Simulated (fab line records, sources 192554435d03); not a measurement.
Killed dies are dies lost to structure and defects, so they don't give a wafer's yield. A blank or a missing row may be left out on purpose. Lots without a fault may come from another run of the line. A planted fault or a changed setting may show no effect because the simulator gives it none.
fab line records | flow n5_finfet
record lots=6 wafers=18 last_day=17
route steps=1938 shown BEOL_M1@821 BEOL_M4@1111 PASSIVATION@1936
lots that met no fault: from a run of the same line without faults
start_h: hours from the record's first day to the start of the lot's first wafer shown | wait_h: hours since the lot's step before | " the same as in the row above | L1.1+2: a row that stands for several wafers | - no value, or no start given | * or withheld: withheld | < > ~ a bound
route shown NAME@n: a module of which the file shows steps, and the number in the route of the first | usual: mean/standard deviation of fault-free wafers | same: alike in all rows | chamber/n: place in a boat | sites: the reading at each site | _std_site: their standard deviation | _edge_site: outer sites' mean less inner sites' | radius_mm: how far each site lies from the wafer's centre | mask NAME#n: copy n | behind: the tool/chamber that last shaped the wafer | hold: why the lot was held/for how many hours/how that ended | device: the transistor (n, p or np) that didn't switch | end of line: the same wafers' tests at the end of the route | a step without rows: its recipe alone | killed: dies lost to structure and defects at the first sort, not the wafer's yield | map: a wafer's dies, x killed, . not, _ none there
set.NAME: the setting as run; set.NAME@STEP: as run at that earlier step | model.NAME: the simulator's own value behind a step, which no gauge read
lots at some steps of the route; a table a step, a row a wafer
services: from which hour (start_h, from the record's first day; less than 0 if before it) a tool's chamber was out of use, for how many hours, and why
## steps
# step N5_BEOL_M1_ANNEAL_87
# recipe temp_c=400 time_s=240 ambient=vacuum
# step N5_BEOL_M1_SPUTTER_88
# recipe material=Cu target_thk_a=45 temp_c=-20 chamber_pressure_pa=0.07 power_w=withheld time_s=8.29
# usual throttle_valve_pct=29.5/1.2
# columns lot.wafer tool chamber start_h wait_h throttle_valve_pct
L190.1 pvd_sputter-01 - 129.99 0.1 29.1
L190.2 " - " " 30.5
L190.4 " - " " 29.2
L197.1 pvd_sputter-03 - 179.01 0.1 29.7
L197.3 " - " " 29.5
L197.5 " - " " 29.7
L207.1 pvd_sputter-03 - 230.35 0.1 28.8
L207.3 " - " " 32.1
L207.5 " - " " 32.1
L208.2 pvd_sputter-03 - 239.70 0.1 29.4
L208.3 " - " " 30.0
L208.4 " - " " 28.5
L211.1 pvd_sputter-01 - 259.04 0.1 29.7
L211.5 " - " " 30.6
L211.6 " - " " 28.0
L212.1 pvd_sputter-01 - 269.14 0.1 29.6
L212.4 " - " " 28.8
L212.5 " - " " 27.9
# step N5_BEOL_M1_ANNEAL_89
# recipe temp_c=400 time_s=240 ambient=vacuum
# usual heater_power_w=826/60
# columns lot.wafer tool chamber start_h wait_h heater_power_w
L190.1 pvd_sputter-01 - 130.07 0.0 727
L190.2 " - " " 858
L190.4 " - " " 895
L197.1 pvd_sputter-03 - 179.09 0.0 896
L197.3 " - " " 774
L197.5 " - " " 885
L207.1 pvd_sputter-03 - 230.43 0.0 913
L207.3 " - " " 865
L207.5 " - " " 846
L208.2 pvd_sputter-03 - 239.78 0.0 782
L208.3 " - " " 932
L208.4 " - " " 923
L211.1 pvd_sputter-01 - 259.12 0.0 903
L211.5 " - " " 843
L211.6 " - " " 823
L212.1 pvd_sputter-01 - 269.22 0.0 892
L212.4 " - " " 753
L212.5 " - " " 784
# step N5_BEOL_M1_SPUTTER_90
# recipe material=Cu target_thk_a=45 temp_c=-20 chamber_pressure_pa=0.07 power_w=withheld time_s=8.29
# usual throttle_valve_pct=29.6/1.2
# columns lot.wafer tool chamber start_h wait_h throttle_valve_pct
L190.1 pvd_sputter-01 - 130.21 0.1 28.8
L190.2 " - " " 30.5
L190.4 " - " " 29.4
L197.1 pvd_sputter-03 - 179.23 0.1 29.6
L197.3 " - " " 29.6
L197.5 " - " " 30.1
L207.1 pvd_sputter-03 - 230.57 0.1 28.8
L207.3 " - " " 32.0
L207.5 " - " " 32.0
L208.2 pvd_sputter-03 - 239.92 0.1 29.5
L208.3 " - " " 30.0
L208.4 " - " " 28.8
L211.1 pvd_sputter-01 - 259.26 0.1 29.6
L211.5 " - " " 30.4
L211.6 " - " " 28.0
L212.1 pvd_sputter-01 - 269.36 0.1 29.6
L212.4 " - " " 28.9
L212.5 " - " " 27.7
# step N5_BEOL_M1_ANNEAL_91
# recipe temp_c=400 time_s=240 ambient=vacuum
# step N5_BEOL_M1_SPUTTER_92
# recipe material=Cu target_thk_a=45 temp_c=-20 chamber_pressure_pa=0.07 power_w=withheld time_s=8.29
# usual throttle_valve_pct=29.5/1.2
# columns lot.wafer tool chamber start_h wait_h throttle_valve_pct
L190.1 pvd_sputter-01 - 130.43 0.1 29.0
L190.2 " - " " 30.3
L190.4 " - " " 29.4
L197.1 pvd_sputter-03 - 179.45 0.1 29.9
L197.3 " - " " 29.5
L197.5 " - " " 29.8
L207.1 pvd_sputter-03 - 230.79 0.1 28.7
L207.3 " - " " 32.0
L207.5 " - " " 32.0
L208.2 pvd_sputter-03 - 240.14 0.1 29.5
L208.3 " - " " 29.9
L208.4 " - " " 28.8
L211.1 pvd_sputter-01 - 259.48 0.1 29.5
L211.5 " - " " 30.4
L211.6 " - " " 27.9
L212.1 pvd_sputter-01 - 269.58 0.1 29.6
L212.4 " - " " 29.0
L212.5 " - " " 28.0
# step N5_BEOL_M1_ANNEAL_93
# recipe temp_c=400 time_s=240 ambient=vacuum
# usual heater_power_w=826/61
# columns lot.wafer tool chamber start_h wait_h heater_power_w
L190.1 pvd_sputter-01 - 130.51 0.0 724
L190.2 " - " " 850
L190.4 " - " " 873
L197.1 pvd_sputter-03 - 179.53 0.0 889
L197.3 " - " " 762
L197.5 " - " " 899
L207.1 pvd_sputter-03 - 230.87 0.0 909
L207.3 " - " " 870
L207.5 " - " " 852
L208.2 pvd_sputter-03 - 240.22 0.0 741
L208.3 " - " " 901
L208.4 " - " " 920
L211.1 pvd_sputter-01 - 259.56 0.0 894
L211.5 " - " " 877
L211.6 " - " " 808
L212.1 pvd_sputter-01 - 269.66 0.0 884
L212.4 " - " " 738
L212.5 " - " " 840
# step N5_BEOL_M1_SPUTTER_94
# recipe material=Cu target_thk_a=45 temp_c=-20 chamber_pressure_pa=0.07 power_w=withheld time_s=8.29
# step N5_BEOL_M1_ANNEAL_95
# recipe temp_c=400 time_s=240 ambient=vacuum
# step N5_BEOL_M1_SPUTTER_96
# recipe material=Cu target_thk_a=45 temp_c=-20 chamber_pressure_pa=0.07 power_w=withheld time_s=8.29
# step N5_BEOL_M1_ECD_50
# recipe material=Cu target_thk_a=3000
# step N5_BEOL_M1_ANNEAL_51
# recipe temp_c=225 time_s=90 ambient=N2
# step N5_BEOL_M1_CMP_52
# recipe stop_on=SiOC t_overpolish_s=6.8 down_force_psi=1 platen_rpm=50 clearing_platen_down_force_psi=1.5 clearing_platen_rpm=50 post_cmp_clean=cu_alkaline target_thk_nm=40 clearing_platen_pad_velocity_m_s=0.99484 pad_velocity_m_s=0.99484
# usual barrier_field_endpoint_s=24.6/0.78 head_pressure_psi=1.0002/0.0023 motor_current_A=6.0/0.66 overpolish_run_s=6.799/0.0091 retaining_ring_pressure_frac=1.000/0.0044 time_to_endpoint_s=62/3.6
# columns lot.wafer tool chamber start_h wait_h barrier_field_endpoint_s head_pressure_psi motor_current_A overpolish_run_s retaining_ring_pressure_frac time_to_endpoint_s
L190.4 cmp-01 1 131.63 0.2 23.8 0.9995 5.9 6.809 0.997 57
L190.2 " 3 " " 24.7 1.0023 6.2 6.803 1.002 61
L190.1 " 0 " " 23.3 1.0023 5.5 6.798 0.998 56
L197.1 cmp-04 0 180.38 0.3 24.7 1.0034 5.7 6.810 0.999 65
L197.3 " 3 " " 24.1 1.0022 6.9 6.792 0.997 60
L197.5 " 0 " " 24.2 1.0001 6.2 6.817 0.998 64
L207.1 cmp-04 0 231.74 0.3 19.8 1.1927 6.3 6.814 0.995 60
L207.3 " 3 " " 20.3 1.1951 7.4 6.804 1.001 57
L207.5 " 1 " " 19.6 1.1894 6.6 6.805 0.994 57
L208.4 cmp-04 2 241.07 0.1 20.6 1.1894 6.2 6.783 0.998 65
L208.3 " 0 " " 21.1 1.1907 6.7 6.786 0.995 61
L208.2 " 1 " " 20.9 1.1949 6.6 6.795 1.004 63
L211.1 cmp-02 2 260.48 0.3 25.6 0.9990 5.6 6.807 0.997 65
L211.6 " 1 " " 24.5 1.0010 5.1 6.790 0.998 57
L211.5 " 2 " " 25.1 0.9998 5.6 6.785 1.009 61
L212.1 cmp-02 1 270.65 0.3 23.9 1.0035 5.0 6.797 0.994 60
L212.4 " 2 " " 24.5 0.9990 5.6 6.796 0.993 62
L212.5 " 1 " " 24.6 0.9996 4.9 6.804 0.997 60
# step N5_BEOL_M4_RC_MEAS_101
# usual DIBL_N=36.3/1.6 DIBL_P=36.2/2.1 IOFF_N=0.16/0.031 IOFF_P=0.21/0.034 ION_N=673/11 ION_P=461/7.4 SS_N=71.6/0.55 SS_P=73.3/0.66 VT_N=251/3.2 VT_P=-251/3.5
# columns lot.wafer tool chamber start_h wait_h DIBL_N[mV/V] DIBL_P[mV/V] IOFF_N[nA/um] IOFF_P[nA/um] ION_N[uA/um] ION_P[uA/um] SS_N[mV/dec] SS_P[mV/dec] VT_N[mV] VT_P[mV]
L190.1 prober-02 0 159.67 0.0 37.8 37.9 0.16 0.25 672 463 71.5 74.0 252 -251
L190.2 " 0 " " 36.7 35.6 0.15 0.21 667 468 71.0 73.7 249 -251
L190.4 " 0 " " 35.6 34.9 0.13 0.19 676 465 71.4 73.2 252 -254
L197.1 prober-01 0 209.63 0.0 35.7 34.9 0.15 0.21 682 469 70.8 72.8 251 -251
L197.3 " 0 " " 37.0 35.3 0.17 0.23 684 473 71.1 73.0 247 -248
L197.5 " 0 " " 37.6 36.1 0.18 0.24 678 467 71.8 72.9 249 -249
L207.1 prober-01 0 261.67 0.0 39.5 40.3 0.22 0.26 689 467 72.5 75.0 246 -250
L207.3 " 0 " " 41.2 40.7 0.25 0.26 695 462 72.7 74.6 244 -248
L207.5 " 0 " " 39.4 39.9 0.22 0.26 702 476 71.9 74.7 245 -248
L208.2 prober-01 0 269.09 0.2 38.2 39.2 0.19 0.24 690 466 72.3 75.1 248 -252
L208.3 " 0 " " 36.2 36.6 0.15 0.20 673 456 72.1 73.4 249 -250
L208.4 " 0 " " 36.3 36.1 0.14 0.19 660 457 72.2 73.7 254 -251
L211.1 prober-01 0 295.50 0.0 34.2 32.4 0.10 0.14 655 453 71.4 71.8 259 -256
L211.5 " 0 " " 38.0 36.4 0.15 0.20 663 455 72.2 73.5 251 -252
L211.6 " 0 " " 34.3 32.8 0.11 0.14 668 458 71.3 72.1 257 -257
L212.1 prober-01 0 297.85 0.0 35.5 35.7 0.15 0.17 680 464 71.4 72.9 250 -256
L212.4 " 0 " " 37.2 38.6 0.20 0.23 682 467 71.6 74.1 247 -250
L212.5 " 0 " " 38.1 39.8 0.20 0.25 686 470 72.0 74.1 247 -250
# step N5_PASSIVATION_PROBE_49
# usual defect_limited_yield=91.5/1.5 killed_at_M0_to_M3=32/9.4 killed_at_M4_up=12/5.1 killed_at_contacts=11/7.4 killed_at_front_end=41/11 killed_at_other=3.4/2.5 killed_dies=100/17 killed_on_rim=13/4.4 killed_open=65/14 killed_short=33/7 sort_bin_4_leakage=0.00/0.01 sort_bin_5_function=4.9/0.96 sort_bin_6_memory=3.1/0.7 sort_n_pass=1080/17 sort_yield_pct=91.5/1.5
# same gross_dies=1180 killed_at_back_side=0 sort_bin_8_speed[%]=0
# columns lot.wafer tool chamber start_h wait_h defect_limited_yield[%] killed_at_M0_to_M3 killed_at_M4_up killed_at_contacts killed_at_front_end killed_at_other killed_dies killed_on_rim killed_open killed_short sort_bin_4_leakage[%] sort_bin_5_function[%] sort_bin_6_memory[%] sort_n_pass sort_yield_pct[%]
L190.1 prober-02 - 264.47 0.0 92.5 42 17 6 22 2 89 9 59 30 0 4.7 2.8 1091 92.5
L190.2 prober-02 - 264.52 0.1 90.8 30 14 8 50 6 108 10 62 38 0 4.6 3.2 1072 90.8
L190.4 prober-02 - 264.62 0.2 93.8 17 7 8 39 2 73 12 38 26 0 3.4 1.9 1107 93.8
L197.1 prober-02 - 304.40 0.0 91.6 22 13 13 48 3 99 16 62 28 0 4.2 3.0 1081 91.6
L197.3 prober-02 - 304.50 0.1 90.8 45 7 15 40 2 109 22 63 36 0 4.8 3.2 1071 90.8
L197.5 prober-02 - 304.60 0.2 91.6 24 11 15 44 5 99 12 53 46 0 4.3 3.6 1081 91.6
L207.1 prober-01 - 351.80 0.0 91.9 33 14 7 39 3 96 17 53 43 0 4.8 2.9 1084 91.9
L207.3 prober-01 - 351.90 0.1 94.2 25 3 13 28 0 69 11 46 23 0.08 3.1 2.5 1110 94.1
L207.5 prober-01 - 352.00 0.2 91.9 25 11 12 47 0 95 13 61 34 0 4.4 3.6 1085 91.9
L208.2 prober-02 - 355.39 0.1 95.3 19 5 8 22 2 56 2 34 22 0 3.0 1.7 1124 95.3
L208.3 prober-02 - 355.44 0.1 90.7 33 18 6 44 9 110 11 65 45 0 5.6 3.1 1070 90.7
L208.4 prober-02 - 355.49 0.2 91.7 41 14 8 33 2 98 10 66 32 0 4.7 3.1 1082 91.7
L211.1 prober-02 - 388.73 0.0 91.4 38 14 5 39 5 101 16 64 27 0 5.2 2.3 1079 91.4
L211.5 prober-02 - 388.93 0.2 93.1 25 14 5 37 1 82 7 50 30 0 3.6 3.2 1098 93.1
L211.6 prober-02 - 388.98 0.3 93.2 31 7 9 27 6 80 11 51 29 0 4.3 2.5 1100 93.2
L212.1 prober-02 - 401.05 0.0 92.0 33 12 6 35 8 94 13 61 33 0 4.4 3.2 1086 92.0
L212.4 prober-02 - 401.20 0.2 95.2 14 13 3 26 1 57 5 32 25 0 2.8 1.9 1123 95.2
L212.5 prober-02 - 401.25 0.2 91.3 25 18 11 43 6 103 20 75 28 0 4.7 4.0 1077 91.3
# killed by level:class
L190.1 BEOL_M2:geometric_particle:open=12 FIN_SAQP:geometric_particle:short=10 BEOL_M3:geometric_particle:open=7 BEOL_M4:geometric_particle:open=6 MOL_CONTACT_COAG:geometric_particle:open=5 BEOL_M0_SAQP:geometric_particle:short=5 BEOL_M3:geometric_particle:short=5 BEOL_M1:geometric_particle:open=4
L190.2 FIN_SAQP:geometric_particle:short=15 FIN_SAQP:geometric_particle:open=11 BEOL_M0_SAQP:geometric_particle:open=11 HKMG_FIN:area_etch=7 BEOL_M4:geometric_particle:open=6 DUMMY_GATE:geometric_particle:open=5 MOL_CONTACT_COAG:geometric_particle:open=5 BEOL_M0_SAQP:geometric_particle:short=5
L190.4 FIN_SAQP:geometric_particle:short=13 HKMG_FIN:area_etch=9 MOL_CONTACT_COAG:geometric_particle:open=6 BEOL_M0_SAQP:geometric_particle:short=5 BEOL_M2:geometric_particle:open=5 FIN_SAQP:geometric_particle:open=4 BEOL_M0_SAQP:geometric_particle:open=4 BEOL_M4:geometric_particle:open=4
L197.1 MOL_CONTACT_COAG:geometric_particle:open=11 DUMMY_GATE:geometric_particle:open=10 FIN_SAQP:geometric_particle:short=9 HKMG_FIN:area_etch=9 BEOL_M3:geometric_particle:open=8 BEOL_M2:geometric_particle:open=8 FIN_SAQP:geometric_particle:open=7 STARTING-WAFER:geometric_particle:short=4
L197.3 MOL_CONTACT_COAG:geometric_particle:open=11 BEOL_M0_SAQP:geometric_particle:short=10 FIN_SAQP:geometric_particle:open=9 BEOL_M1:geometric_particle:open=9 BEOL_M2:geometric_particle:open=9 HKMG_FIN:area_etch=9 BEOL_M0_SAQP:geometric_particle:open=7 FIN_SAQP:geometric_particle:short=4
L197.5 MOL_CONTACT_COAG:geometric_particle:open=12 FIN_SAQP:geometric_particle:short=8 GATE_CUT:geometric_particle:short=7 BEOL_M5:geometric_particle:open=6 STI_FIN_REVEAL:geometric_particle:open=5 STARTING-WAFER:geometric_particle:short=5 FIN_SAQP:geometric_particle:open=4 BEOL_M1:geometric_particle:short=4
L207.1 FIN_SAQP:geometric_particle:short=9 GATE_CUT:geometric_particle:short=8 STI_FIN_REVEAL:geometric_particle:open=7 BEOL_M0_SAQP:geometric_particle:short=7 MOL_CONTACT_COAG:geometric_particle:open=6 BEOL_M2:geometric_particle:open=6 BEOL_M5:geometric_particle:open=5 DUMMY_GATE:geometric_particle:open=5
L207.3 MOL_CONTACT_COAG:geometric_particle:open=10 FIN_SAQP:geometric_particle:open=7 STI_FIN_REVEAL:geometric_particle:open=7 BEOL_M3:geometric_particle:open=7 BEOL_M0_SAQP:geometric_particle:short=5 DUMMY_GATE:geometric_particle:open=4 BEOL_M2:geometric_particle:open=4 BEOL_M0_SAQP:geometric_particle:open=4
L207.5 MOL_CONTACT_COAG:geometric_particle:open=11 STI_FIN_REVEAL:geometric_particle:open=8 FIN_SAQP:geometric_particle:short=7 GATE_CUT:geometric_particle:short=7 BEOL_M2:geometric_particle:open=6 BEOL_M0_SAQP:geometric_particle:short=5 BEOL_M0_SAQP:geometric_particle:open=5 BEOL_M3:geometric_particle:open=5
L208.2 BEOL_M0_SAQP:geometric_particle:open=4 MOL_CONTACT_COAG:geometric_particle:open=4 MOL_CONTACT_COAG:geometric_particle:short=4 BEOL_M2:geometric_particle:open=4 FIN_SAQP:geometric_particle:short=3 ILD0:geometric_particle:short=3 BEOL_M1:geometric_particle:open=3 BEOL_M3:geometric_particle:open=3
L208.3 FIN_SAQP:geometric_particle:open=13 BEOL_M0_SAQP:geometric_particle:short=8 BEOL_M0_SAQP:geometric_particle:open=8 BEOL_M4:geometric_particle:open=8 MIM_TOP_ETCH:geometric_particle:short=6 FIN_SAQP:geometric_particle:short=5 DUMMY_GATE:geometric_particle:open=5 GATE_CUT:geometric_particle:short=5
L208.4 FIN_SAQP:geometric_particle:open=8 BEOL_M0_SAQP:geometric_particle:open=8 BEOL_M0_SAQP:geometric_particle:short=8 BEOL_M2:geometric_particle:open=7 MOL_CONTACT_COAG:geometric_particle:open=6 BEOL_M3:geometric_particle:open=6 FIN_SAQP:geometric_particle:short=5 BEOL_M1:geometric_particle:open=5
L211.1 BEOL_M0_SAQP:geometric_particle:open=18 STI_FIN_REVEAL:geometric_particle:open=7 BEOL_M0_SAQP:geometric_particle:short=7 HKMG_FIN:area_etch=7 FIN_SAQP:geometric_particle:short=5 BEOL_M4:geometric_particle:open=5 MOL_CONTACT_COAG:geometric_particle:open=4 STARTING-WAFER:geometric_particle:short=4
L211.5 FIN_SAQP:geometric_particle:short=8 STI_FIN_REVEAL:geometric_particle:open=7 GATE_CUT:geometric_particle:short=7 BEOL_M0_SAQP:geometric_particle:open=7 BEOL_M4:geometric_particle:open=6 MOL_CONTACT_COAG:geometric_particle:open=4 BEOL_M0:geometric_particle:open=4 BEOL_M1:geometric_particle:short=4
L211.6 BEOL_M0_SAQP:geometric_particle:open=9 BEOL_M0_SAQP:geometric_particle:short=8 BEOL_M2:geometric_particle:open=8 MOL_CONTACT_COAG:geometric_particle:open=6 FIN_SAQP:geometric_particle:short=5 GATE_CUT:geometric_particle:short=4 BEOL_M4:geometric_particle:open=4 BEOL_M1:geometric_particle:open=4
L212.1 DUMMY_GATE:geometric_particle:open=9 BEOL_M1:geometric_particle:open=8 BEOL_M0_SAQP:geometric_particle:short=7 BEOL_M1:geometric_particle:short=7 FIN_SAQP:geometric_particle:open=5 FIN_SAQP:geometric_particle:short=5 STARTING-WAFER:geometric_particle:open=5 MOL_CONTACT_COAG:geometric_particle:open=4
L212.4 FIN_SAQP:geometric_particle:short=7 FIN_SAQP:geometric_particle:open=5 BEOL_M1:geometric_particle:open=5 BEOL_M5:geometric_particle:open=5 ILD0:geometric_particle:short=3 BEOL_M0_SAQP:geometric_particle:short=3 BEOL_M1:geometric_particle:short=3 BEOL_M4:geometric_particle:open=3
L212.5 DUMMY_GATE:geometric_particle:open=10 BEOL_M4:geometric_particle:open=9 MOL_CONTACT_COAG:geometric_particle:open=8 STARTING-WAFER:geometric_particle:open=7 FIN_SAQP:geometric_particle:open=6 BEOL_M0_SAQP:geometric_particle:open=6 BEOL_M1:geometric_particle:open=6 PAD_METAL:geometric_particle:open=6
## services
# columns tool chamber start_h hours kind
pvd_sputter-03 - 116.95 1.2 repair
cmp-02 - 134.22 4.5 pm
cmp-01 - 167.23 2.6 repair
cmp-04 - 170.48 3.3 repair
cmp-01 - 176.94 11.4 pm
cmp-04 - 187.98 1.9 repair
cmp-02 - 188.39 11.7 pm
cmp-02 - 200.59 4.0 pm
cmp-02 - 204.59 - consumable_replace:conditioner
cmp-02 - 204.59 - consumable_replace:pad
cmp-02 - 237.54 0.3 repair
cmp-01 - 246.07 4.0 pm
cmp-01 - 250.07 - consumable_replace:conditioner
cmp-01 - 250.07 - consumable_replace:pad
cmp-01 - 266.75 7.0 pm
## key
first_sign step=N5_BEOL_M1_CMP_52 reading=head_pressure_psi direction=up sigmas=84 usual=1.0002 struck=1.1920
effect step=N5_BEOL_M1_CMP_52 reading=barrier_field_endpoint_s direction=down sigmas=5.4 usual=24.6 struck=20.4
met_at N5_BEOL_M1_CMP_52
struck_wafers L207.1,L207.3,L207.5,L208.2,L208.3,L208.4
onset_between 180.38 231.74
fault kind=process_parameter_drift tool=cmp-04 chamber=- onset_h=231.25 steps=N5_BEOL_M1_CMP_52 channel=down_force_psi offset=0.19329 shape=step end_h=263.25 acts_in=these_recipes_only stated=1
